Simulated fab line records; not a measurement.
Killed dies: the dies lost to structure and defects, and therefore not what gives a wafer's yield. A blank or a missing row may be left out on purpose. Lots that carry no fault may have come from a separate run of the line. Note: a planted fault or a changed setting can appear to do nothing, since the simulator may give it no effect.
fab line records + flow nand-harc + part 2 of 2: steps 15 to 15 of 15
record
- lots=7
- wafers=21
- last-day=33
route steps=1302 shown A_CONTACT@1039 END@1302
lots with no fault: from the same line, run without faults
start-h: start of the lot's first displayed wafer, in hours after the record's first day + wait-h: hours elapsed since this lot's preceding step + " identical to the entry in the row above + L1.1+2: one row covering several wafers at once + - value missing, or start not given + * or withheld: withheld + < > ~ a bound
route shown NAME@n: a module of which the file shows steps, and the number in the route of the first + usual: mean/standard deviation of fault-free wafers + same: alike in all rows + chamber/n: place in a boat + sites: each site's reading + _std_site: the standard deviation of these + _edge_site: mean of outer sites minus mean of inner sites + radius-mm: for every site, how far away it sits from the centre of the wafer + mask NAME#n: copy n + behind: the tool/chamber that last shaped the wafer + hold: why the lot was held/for how many hours/how that ended + device: whichever transistor did not switch (one of n, p or np) + end of line: at the end of the route, the tests of the same wafers + a step with no rows: only its recipe + killed: dies lost to structure and defects at the first sort, not the wafer's yield + map: a wafer's dies, marking killed ones x, the rest . and places with no die _
set.NAME: the setting that was run; set.NAME@STEP: the one run at that earlier step + model.NAME: the simulator's own value behind a step, which no gauge read
a table for each step, a row for each wafer; lots at some steps of the route
services: when a tool's chamber went out of use (start-h, in hours from the record's first day, below 0 if earlier), for how many hours, and the reason
## steps
# step NHARC_END_SORT_01
# recipe
- temp-c=25
# usual
- killed-at-array=54/17
- killed-at-other=1.0/1.4
- killed-at-periphery=3.6/2.1
- killed-dies=58/17
- killed-open=3.2/2
- killed-short=2.5/1.5
# same
- gross-dies=677
| lot.wafer | tool      | chamber | start-h | wait-h | hold                   | killed-at-array | killed-at-other | killed-at-periphery | killed-dies | killed-open | killed-short |
|-----------|-----------|---------|---------|--------|------------------------|-----------------|-----------------|---------------------|-------------|-------------|--------------|
| L850.2    | prober-02 | 0       | 579.73  | 2.8    | -                      | 45              | 6               | 2                   | 53          | 3           | 3            |
| L850.4    | prober-02 | 0       | 581.34  | 3.4    | -                      | 39              | 2               | 6                   | 47          | 4           | 3            |
| L850.6    | prober-02 | 0       | 582.95  | 4.0    | -                      | 44              | 2               | 5                   | 51          | 3           | 4            |
| L852.4    | prober-01 | 0       | 581.31  | 3.4    | await-dispo/3.5h/scrap | 671             | 0               | 6                   | 677         | 2           | 2            |
| L852.5    | prober-01 | 0       | 582.12  | 3.7    | await-dispo/3.5h/scrap | 676             | 0               | 1                   | 677         | 4           | 2            |
| L852.6    | prober-01 | 0       | 582.93  | 4.1    | await-dispo/3.5h/scrap | 668             | 0               | 9                   | 677         | 9           | 3            |
| L851.1    | prober-01 | 0       | 586.73  | 2.5    | await-dispo/0.9h/scrap | 675             | 0               | 2                   | 677         | 3           | 1            |
| L851.3    | prober-01 | 0       | 588.34  | 3.1    | await-dispo/0.9h/scrap | 675             | 0               | 2                   | 677         | 5           | 2            |
| L851.6    | prober-01 | 0       | 590.75  | 4.0    | await-dispo/0.9h/scrap | 671             | 1               | 5                   | 677         | 3           | 3            |
| L853.1    | prober-02 | 0       | 600.72  | 2.5    | await-dispo/4.6h/scrap | 673             | 4               | 0                   | 677         | 0           | 1            |
| L853.2    | prober-02 | 0       | 601.52  | 2.8    | await-dispo/4.6h/scrap | 670             | 2               | 5                   | 677         | 4           | 2            |
| L853.3    | prober-02 | 0       | 602.32  | 3.1    | await-dispo/4.6h/scrap | 668             | 6               | 3                   | 677         | 3           | 5            |
| L867.2    | prober-01 | 0       | 765.69  | 2.8    | -                      | 32              | 0               | 2                   | 34          | 0           | 1            |
| L867.3    | prober-01 | 0       | 766.50  | 3.1    | -                      | 31              | 1               | 1                   | 33          | 1           | 2            |
| L867.5    | prober-01 | 0       | 768.11  | 3.7    | -                      | 38              | 0               | 3                   | 41          | 7           | 4            |
| L870.1    | prober-02 | 0       | 779.44  | 2.5    | -                      | 20              | 0               | 5                   | 25          | 3           | 0            |
| L870.3    | prober-02 | 0       | 781.06  | 3.1    | -                      | 35              | 1               | 5                   | 41          | 2           | 4            |
| L870.5    | prober-02 | 0       | 782.67  | 3.7    | -                      | 33              | 1               | 4                   | 38          | 5           | 1            |
| L871.2    | prober-01 | 0       | 799.80  | 2.8    | -                      | 68              | 0               | 2                   | 70          | 4           | 2            |
| L871.4    | prober-01 | 0       | 801.38  | 3.4    | -                      | 70              | 1               | 1                   | 72          | 2           | 2            |
| L871.5    | prober-01 | 0       | 802.16  | 3.7    | -                      | 62              | 0               | 7                   | 69          | 8           | 4            |
# killed by level:class
L850.2 A_SLIT:chamber-film-flake=24 A_CHANNEL_HOLE_D2:chamber-film-flake=8 THIN_TSV:chamber-film-flake=5 A_CONTACT:chamber-film-flake=4 A_CHANNEL_HOLE_D2:geometric-particle:short=2 A_STAIRCASE:chamber-film-flake=2 A_ONON_D1:geometric-particle:open=1 A_ONON_D2:geometric-particle:open=1
L852.4 A_CONTACT:area-etch=643 A_CHANNEL_HOLE_D2:chamber-film-flake=14 P_M0:chamber-film-flake=4 A_CONTACT:unspecified=4 A_CHANNEL_HOLE_D1:chamber-film-flake=2 A_CONTACT:chamber-film-flake=2 P_CONTACT:geometric-particle:short=1 P_M0:geometric-particle:open=1
L850.4 A_SLIT:chamber-film-flake=18 A_CHANNEL_HOLE_D2:chamber-film-flake=7 A_STAIRCASE:chamber-film-flake=3 P_GATE:chamber-film-flake=2 P_M1:chamber-film-flake=2 A_CONTACT:chamber-film-flake=2 THIN_TSV:chamber-film-flake=2 P_M2:geometric-particle:short=1
L852.5 A_CONTACT:area-etch=639 A_CHANNEL_HOLE_D2:chamber-film-flake=14 A_CONTACT:chamber-film-flake=6 A_STAIRCASE:chamber-film-flake=3 A_BONDPAD:chamber-film-flake=3 A_CHANNEL_FILL_D2:geometric-particle:short=2 A_CHANNEL_HOLE_D1:chamber-film-flake=2 A_CHANNEL_FILL_D2:chamber-film-flake=2
L852.6 A_CONTACT:area-etch=609 A_CHANNEL_HOLE_D2:chamber-film-flake=40 A_CONTACT:chamber-film-flake=6 A_CHANNEL_HOLE_D1:chamber-film-flake=3 P_CONTACT:geometric-particle:open=2 P_M0:chamber-film-flake=2 P_GATE:geometric-particle:open=1 P_M0:geometric-particle:short=1
L850.6 A_SLIT:chamber-film-flake=24 A_CHANNEL_HOLE_D2:chamber-film-flake=5 A_CONTACT:chamber-film-flake=5 A_STAIRCASE:chamber-film-flake=3 P_CONTACT:geometric-particle:open=2 P_GATE:chamber-film-flake=2 THIN_TSV:chamber-film-flake=2 A_DECK1_JOINT:geometric-particle:short=1
L851.1 A_CONTACT:area-etch=610 A_CHANNEL_HOLE_D1:chamber-film-flake=27 A_SLIT:chamber-film-flake=26 A_CHANNEL_HOLE_D2:chamber-film-flake=5 A_STAIRCASE:chamber-film-flake=2 P_M1:geometric-particle:open=1 A_ONON_D2:geometric-particle:open=1 A_SGD_CUT:geometric-particle:short=1
L851.3 A_CONTACT:area-etch=591 A_SLIT:chamber-film-flake=33 A_CHANNEL_HOLE_D1:chamber-film-flake=28 A_CHANNEL_HOLE_D2:chamber-film-flake=15 P_CONTACT:geometric-particle:open=2 A_CHANNEL_FILL_D1:geometric-particle:open=1 A_ONON_D2:geometric-particle:short=1 A_CHANNEL_HOLE_D2:geometric-particle:short=1
L851.6 A_CONTACT:area-etch=584 A_CHANNEL_HOLE_D1:chamber-film-flake=35 A_SLIT:chamber-film-flake=27 A_CHANNEL_HOLE_D2:chamber-film-flake=16 P_ZERO_WELL:chamber-film-flake=2 A_BONDPAD:chamber-film-flake=2 P_CONTACT:geometric-particle:open=1 P_M0:geometric-particle:short=1
L853.1 A_CONTACT:area-etch=644 A_CHANNEL_HOLE_D2:chamber-film-flake=9 A_STAIRCASE:chamber-film-flake=5 THIN_TSV:chamber-film-flake=4 A_CHANNEL_HOLE_D1:chamber-film-flake=3 A_M0:chamber-film-flake=3 A_CONTACT:chamber-film-flake=2 A_M0:geometric-particle:short=1
L853.2 A_CONTACT:area-etch=616 A_CHANNEL_HOLE_D2:chamber-film-flake=31 A_STAIRCASE:chamber-film-flake=5 A_M0:chamber-film-flake=5 P_ZERO_WELL:chamber-film-flake=3 A_DECK1_JOINT:chamber-film-flake=3 A_CONTACT:chamber-film-flake=3 A_CHANNEL_HOLE_D1:chamber-film-flake=2
L853.3 A_CONTACT:area-etch=609 A_CHANNEL_HOLE_D2:chamber-film-flake=32 A_STAIRCASE:chamber-film-flake=7 THIN_TSV:chamber-film-flake=6 A_M0:chamber-film-flake=4 A_CHANNEL_HOLE_D1:chamber-film-flake=3 A_CHANNEL_FILL_D2:chamber-film-flake=3 A_M0:geometric-particle:open=2
L867.2 A_CHANNEL_HOLE_D1:chamber-film-flake=13 A_CONTACT:chamber-film-flake=6 A_WL_FILL:chamber-film-flake=5 A_STAIRCASE:chamber-film-flake=3 A_SLIT:chamber-film-flake=2 A_SGD_CUT:geometric-particle:short=1 P_ZERO_WELL:chamber-film-flake=1 P_M2:chamber-film-flake=1
L867.3 A_CHANNEL_HOLE_D1:chamber-film-flake=12 A_CONTACT:chamber-film-flake=9 A_CHANNEL_FILL_D1:chamber-film-flake=3 A_STAIRCASE:chamber-film-flake=2 A_WL_FILL:chamber-film-flake=2 P_M0:geometric-particle:open=1 A_ONON_D1:geometric-particle:short=1 A_CHANNEL_FILL_D1:geometric-particle:short=1
L867.5 A_CHANNEL_HOLE_D1:chamber-film-flake=14 A_CONTACT:chamber-film-flake=9 A_M0:geometric-particle:open=3 A_SLIT:chamber-film-flake=3 P_ZERO_WELL:chamber-film-flake=2 A_CHANNEL_HOLE_D1:geometric-particle:short=2 A_WL_FILL:geometric-particle:open=2 P_M0:geometric-particle:open=1
L870.1 A_SLIT:chamber-film-flake=9 A_STAIRCASE:chamber-film-flake=3 P_GATE:chamber-film-flake=2 A_CHANNEL_HOLE_D1:unspecified=2 A_SGD_CUT:chamber-film-flake=2 A_CONTACT:chamber-film-flake=2 P_GATE:geometric-particle:open=1 A_ONON_D1:geometric-particle:open=1
L870.3 A_STAIRCASE:chamber-film-flake=11 A_SLIT:chamber-film-flake=6 A_SGD_CUT:chamber-film-flake=3 A_WL_FILL:chamber-film-flake=3 A_CONTACT:chamber-film-flake=3 A_ONON_D1:geometric-particle:short=2 P_ZERO_WELL:chamber-film-flake=2 A_CHANNEL_HOLE_D1:unspecified=2
L870.5 A_CONTACT:chamber-film-flake=9 A_SLIT:chamber-film-flake=7 A_STAIRCASE:chamber-film-flake=6 A_CHANNEL_HOLE_D1:unspecified=3 P_ZERO_WELL:chamber-film-flake=2 P_GATE:chamber-film-flake=2 A_ONON_D1:geometric-particle:open=1 A_ONON_D2:geometric-particle:open=1
L871.2 A_SLIT:chamber-film-flake=32 A_CHANNEL_HOLE_D1:chamber-film-flake=19 A_STAIRCASE:chamber-film-flake=5 A_WL_FILL:chamber-film-flake=3 A_CONTACT:chamber-film-flake=3 P_STI:geometric-particle:open=1 P_M0:geometric-particle:open=1 A_SOURCE_PLATE:geometric-particle:open=1
L871.4 A_SLIT:chamber-film-flake=36 A_CHANNEL_HOLE_D1:chamber-film-flake=16 A_STAIRCASE:chamber-film-flake=6 A_CONTACT:chamber-film-flake=5 A_WL_FILL:chamber-film-flake=3 A_CHANNEL_HOLE_D1:geometric-particle:short=1 A_CHANNEL_FILL_D1:geometric-particle:open=1 A_DECK1_JOINT:geometric-particle:open=1
L871.5 A_SLIT:chamber-film-flake=35 A_CHANNEL_HOLE_D1:chamber-film-flake=12 P_M0:geometric-particle:open=3 A_CHANNEL_FILL_D1:chamber-film-flake=3 P_ZERO_WELL:chamber-film-flake=2 A_STAIRCASE:chamber-film-flake=2 P_CONTACT:geometric-particle:open=1 P_M2:geometric-particle:open=1
# map L851.1 (x killed, . not)
____________x____________
_________xxxxxxx_________
_______xxxxxxxxxxx_______
______xxxxxxxxxxxxx______
_____xxxxxxxxxxxxxxx_____
____xxxxxxxxxxxxxxxxx____
____xxxxxxxxxxxxxxxxx____
___xxxxxxxxxxxxxxxxxxx___
___xxxxxxxxxxxxxxxxxxx___
__xxxxxxxxxxxxxxxxxxxxx__
__xxxxxxxxxxxxxxxxxxxxx__
_xxxxxxxxxxxxxxxxxxxxxxx_
_xxxxxxxxxxxxxxxxxxxxxxx_
_xxxxxxxxxxxxxxxxxxxxxxx_
_xxxxxxxxxxxxxxxxxxxxxxx_
_xxxxxxxxxxxxxxxxxxxxxxx_
xxxxxxxxxxxxxxxxxxxxxxxxx
xxxxxxxxxxxxxxxxxxxxxxxxx
xxxxxxxxxxxxxxxxxxxxxxxxx
xxxxxxxxxxxxxxxxxxxxxxxxx
xxxxxxxxxxxxxxxxxxxxxxxxx
_xxxxxxxxxxxxxxxxxxxxxxx_
_xxxxxxxxxxxxxxxxxxxxxxx_
_xxxxxxxxxxxxxxxxxxxxxxx_
_xxxxxxxxxxxxxxxxxxxxxxx_
_xxxxxxxxxxxxxxxxxxxxxxx_
__xxxxxxxxxxxxxxxxxxxxx__
__xxxxxxxxxxxxxxxxxxxxx__
___xxxxxxxxxxxxxxxxxxx___
___xxxxxxxxxxxxxxxxxxx___
____xxxxxxxxxxxxxxxxx____
____xxxxxxxxxxxxxxxxx____
_____xxxxxxxxxxxxxxx_____
______xxxxxxxxxxxxx______
_______xxxxxxxxxxx_______
_________xxxxxxx_________
____________x____________
# map L852.4 (x killed, . not)
____________x____________
_________xxxxxxx_________
_______xxxxxxxxxxx_______
______xxxxxxxxxxxxx______
_____xxxxxxxxxxxxxxx_____
____xxxxxxxxxxxxxxxxx____
____xxxxxxxxxxxxxxxxx____
___xxxxxxxxxxxxxxxxxxx___
___xxxxxxxxxxxxxxxxxxx___
__xxxxxxxxxxxxxxxxxxxxx__
__xxxxxxxxxxxxxxxxxxxxx__
_xxxxxxxxxxxxxxxxxxxxxxx_
_xxxxxxxxxxxxxxxxxxxxxxx_
_xxxxxxxxxxxxxxxxxxxxxxx_
_xxxxxxxxxxxxxxxxxxxxxxx_
_xxxxxxxxxxxxxxxxxxxxxxx_
xxxxxxxxxxxxxxxxxxxxxxxxx
xxxxxxxxxxxxxxxxxxxxxxxxx
xxxxxxxxxxxxxxxxxxxxxxxxx
xxxxxxxxxxxxxxxxxxxxxxxxx
xxxxxxxxxxxxxxxxxxxxxxxxx
_xxxxxxxxxxxxxxxxxxxxxxx_
_xxxxxxxxxxxxxxxxxxxxxxx_
_xxxxxxxxxxxxxxxxxxxxxxx_
_xxxxxxxxxxxxxxxxxxxxxxx_
_xxxxxxxxxxxxxxxxxxxxxxx_
__xxxxxxxxxxxxxxxxxxxxx__
__xxxxxxxxxxxxxxxxxxxxx__
___xxxxxxxxxxxxxxxxxxx___
___xxxxxxxxxxxxxxxxxxx___
____xxxxxxxxxxxxxxxxx____
____xxxxxxxxxxxxxxxxx____
_____xxxxxxxxxxxxxxx_____
______xxxxxxxxxxxxx______
_______xxxxxxxxxxx_______
_________xxxxxxx_________
____________x____________
## services
| tool            | chamber | start-h | hours | kind       |
|-----------------|---------|---------|-------|------------|
| har-cap-etch-01 | -       | 497.00  | 17.0  | pm         |
| rie-diel-09     | -       | 497.26  | 9.0   | pm         |
| rie-diel-09     | 0       | 497.26  | 9.0   | vent-cycle |
| rie-diel-09     | 1       | 497.26  | 9.0   | vent-cycle |
| rie-diel-09     | 2       | 497.26  | 9.0   | vent-cycle |
| rie-diel-09     | 3       | 497.26  | 9.0   | vent-cycle |
| rie-diel-09     | 0       | 506.26  | -     | clean      |
| rie-diel-09     | 1       | 506.26  | -     | clean      |
| rie-diel-09     | 2       | 506.26  | -     | clean      |
| rie-diel-09     | 3       | 506.26  | -     | clean      |
| rie-diel-02     | 3       | 511.41  | 3.6   | repair     |
| rie-diel-09     | 0       | 530.82  | 5.3   | repair     |
| rie-diel-09     | 1       | 531.24  | -     | clean      |
| rie-diel-09     | 2       | 531.24  | -     | clean      |
| rie-diel-09     | 3       | 531.24  | -     | clean      |
| har-cap-etch-01 | -       | 541.29  | 0.2   | repair     |
| rie-diel-09     | 0       | 555.74  | -     | clean      |
| rie-diel-09     | 1       | 555.74  | -     | clean      |
| rie-diel-09     | 2       | 555.74  | -     | clean      |
| rie-diel-02     | -       | 570.87  | 9.0   | pm         |
| rie-diel-09     | 2       | 572.13  | 18.2  | repair     |
| rie-diel-02     | 1       | 663.23  | 13.8  | repair     |
| rie-diel-09     | -       | 674.26  | 9.0   | pm         |
| rie-diel-02     | 2       | 725.34  | 8.4   | repair     |
## key
first-sign
- step=NHARC_A_CONTACT_ETCH_128
- reading=tool-record
- direction=missing
effect
- step=NHARC_END_SORT_01
- reading=killed-dies
- direction=up
- sigmas=36
- usual=58
- struck=677
more-kills-born-at
- NHARC_A_CONTACT_ETCH_128@har-cap-etch-03=3654
- NHARC_A_CONTACT_ETCH_128@har-cap-etch-01=1891
met-at NHARC_A_CONTACT_ETCH_128
struck-wafers L851.1,L851.3,L851.6,L852.4,L852.5,L852.6,L853.1,L853.2,L853.3
later-rows-left-out L851.1,L851.3,L851.6,L852.4,L852.5,L852.6,L853.1,L853.2,L853.3
tester-left-out L851,L852,L853
fault
- kind=skipped-step-whole
- tool=har-cap-etch-01,har-cap-etch-03
- chamber=-
- onset-h=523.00
- steps=NHARC_A_CONTACT_ETCH_128
- scope=struck-lots-only
# tester-left-out: of these lots the tester's yield and bins aren't shown, on N5 and GAA mostly nor the transistor test; their killed dies are dies lost to structure and defects alone, not to doping, threshold or leakage, so they don't give the yield
# later-rows-left-out: the simulator's readings of these wafers behind a module that went badly wrong aren't trusted and aren't shown, but for the sort
